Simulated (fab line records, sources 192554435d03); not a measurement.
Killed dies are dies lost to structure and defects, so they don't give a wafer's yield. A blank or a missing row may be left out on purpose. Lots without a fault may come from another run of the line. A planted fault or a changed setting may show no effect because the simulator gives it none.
A struck lot beside a sound one | flow n5_finfet | 20 steps out of a route of 1938
Sound: wafers L508.2, L508.3, L508.5. Struck: wafers L529.1, L529.3, L529.4. The cause comes at the end.
At each step with rows: each side's tool, then ch and its chambers, then its first start. Under that, the readings that differ: sound wafers | struck wafers | difference of the means | sigmas: that difference in standard deviations of wafers without a fault.
alike: readings whose means differ by less than 2 such deviations, and words and numbers that are the same on both sides. not compared: withheld readings, readings that some wafer has no value for, bounds like >300 that may hide the same value, and numbers for which the record gives no deviation and whose values overlap.
The two part at a step that has a row with sigmas, a row that says differs or no value, or rows on one side only. Numbers that don't overlap but have no deviation are shown without sigmas and don't part them. A reading that every wafer of one side lacks parts them only if that side has two wafers or more.

N5_GATE_CUT_CMP_61: polishes, stops on SiNx, t overpolish 3 s.
  sound on cmp-01 ch 0,1,2, day 5 04:55; struck on cmp-04 ch 1,2,3, day 9 23:30
  alike: motor_current_A, slurry_flow_ml_min
N5_GATE_CUT_INSPECT_26: inspects for defects (darkfield).
  sound on defect_inspect-02, day 5 05:10; struck on defect_inspect-02, day 9 23:44
  alike: raw_defect_count
then, 9 steps without rows for these wafers: N5_MOL_CONTACT_COAG_COAT_103 (time 60 s, resist thk 80 nm); N5_MOL_CONTACT_COAG_COAT_104 (time 60 s, resist thk 12 nm); N5_MOL_CONTACT_COAG_COAT_58 (time 60 s, resist thk 10 nm); N5_MOL_CONTACT_COAG_COAT_02 (resist thk 30 nm); N5_MOL_CONTACT_COAG_EBR_04; N5_MOL_CONTACT_COAG_SOFTBAKE_03 (time 60 s); N5_MOL_CONTACT_COAG_EXPOSE_05 (exposes mask CA, defocus 0 nm); N5_MOL_CONTACT_COAG_PEB_06 (peb time 60 s); N5_MOL_CONTACT_COAG_DEVELOP_07 (develop time 30 s).
N5_MOL_CONTACT_COAG_CD_MEAS_08: target cd 28 nm.
  sound on cd_sem-03 ch 0, day 5 05:27; struck on cd_sem-01 ch 0, day 10 00:02
  reading    | sound             | struck            | difference | sigmas
  cd_nm (nm) | 28.42 28.26 28.09 | 29.04 29.60 28.90 | +0.92      | +4
N5_MOL_CONTACT_COAG_OVL_MEAS_09:
  sound on overlay-02 ch 0, day 5 05:29; struck on overlay-02 ch 0, day 10 00:04
  alike: CA_OVL
N5_MOL_CONTACT_COAG_INSPECT_10: inspects for defects (brightfield).
  sound on defect_inspect-02, day 5 05:32; struck on defect_inspect-02, day 10 00:07
  alike: raw_defect_count
N5_MOL_CONTACT_COAG_DESCUM_13: chemistry O2, time 7 s.
  sound on rie_diel-05 ch 0, day 5 06:20; struck on rie_diel-05 ch 1,2,3, day 10 00:09
  reading                | sound | struck    | difference                   | sigmas
  rf_hours_counter_h (h) | - - - | 31 17 206 | no value on the sound wafers |
  alike: chamber_pressure_mTorr, drypump_motor_current_A, oes_product_au, rf_vpp_V, showerhead_plenum_p_Torr, throttle_valve_pct
N5_MOL_CONTACT_COAG_ETCH_59: etches underlayer in N2/H2, target depth 13 nm, time 10.4 s.
  sound on rie_diel-05 ch 0, day 5 06:26; struck on rie_diel-05 ch 1,2,3, day 10 00:11
  reading                | sound | struck    | difference                   | sigmas
  rf_hours_counter_h (h) | - - - | 31 17 206 | no value on the sound wafers |
  alike: chamber_pressure_mTorr, drypump_motor_current_A, etch_rf_on_time_s, oes_product_au, rf_vpp_V, showerhead_plenum_p_Torr, throttle_valve_pct
N5_MOL_CONTACT_COAG_ETCH_105: etches SiARC in CF4, target depth 15.6 nm, time 26 s.
  sound on rie_diel-05 ch 0, day 5 06:29; struck on rie_diel-05 ch 1,2,3, day 10 00:13
  reading                | sound | struck    | difference                   | sigmas
  rf_hours_counter_h (h) | - - - | 31 17 206 | no value on the sound wafers |
  alike: chamber_pressure_mTorr, drypump_motor_current_A, etch_rf_on_time_s, oes_product_au, rf_vpp_V, showerhead_plenum_p_Torr, throttle_valve_pct
N5_MOL_CONTACT_COAG_ETCH_106: etches SOC in N2/H2, target depth 80 nm, overetch 16 nm, time 120 s.
  sound on rie_diel-05 ch 0, day 5 06:36; struck on rie_diel-05 ch 1,2,3, day 10 00:14
  reading                | sound | struck    | difference                   | sigmas
  rf_hours_counter_h (h) | - - - | 31 17 206 | no value on the sound wafers |
  alike: chamber_pressure_mTorr, drypump_motor_current_A, oes_product_au, rf_vpp_V, showerhead_plenum_p_Torr, throttle_valve_pct
  not compared: model.MOL_CONTACT_COAG.cd_offset_nm
then, 1 step without rows for these wafers: N5_MOL_CONTACT_COAG_STRIP_107 (strips in N2/H2).
-- the record jumps here: 5 days lie between the struck wafers' starts before and after (it left off in module MOL_CONTACT_COAG and takes up again in module BEOL_M4, whose first step shown is number 1111 of the route) --
N5_BEOL_M4_RC_MEAS_101:
  sound on prober-02 ch 0, day 9 00:58; struck on prober-02 ch 0, day 15 06:32
  alike: DIBL_N, DIBL_P, IOFF_N, IOFF_P, ION_N, ION_P, SS_N, SS_P, VT_N, VT_P

WHERE THEY PART
First at N5_MOL_CONTACT_COAG_CD_MEAS_08; last, within this record, at N5_MOL_CONTACT_COAG_ETCH_106. Later steps at which nothing parts them and some readings are alike: N5_BEOL_M4_RC_MEAS_101.

WHY: what the simulator had put in
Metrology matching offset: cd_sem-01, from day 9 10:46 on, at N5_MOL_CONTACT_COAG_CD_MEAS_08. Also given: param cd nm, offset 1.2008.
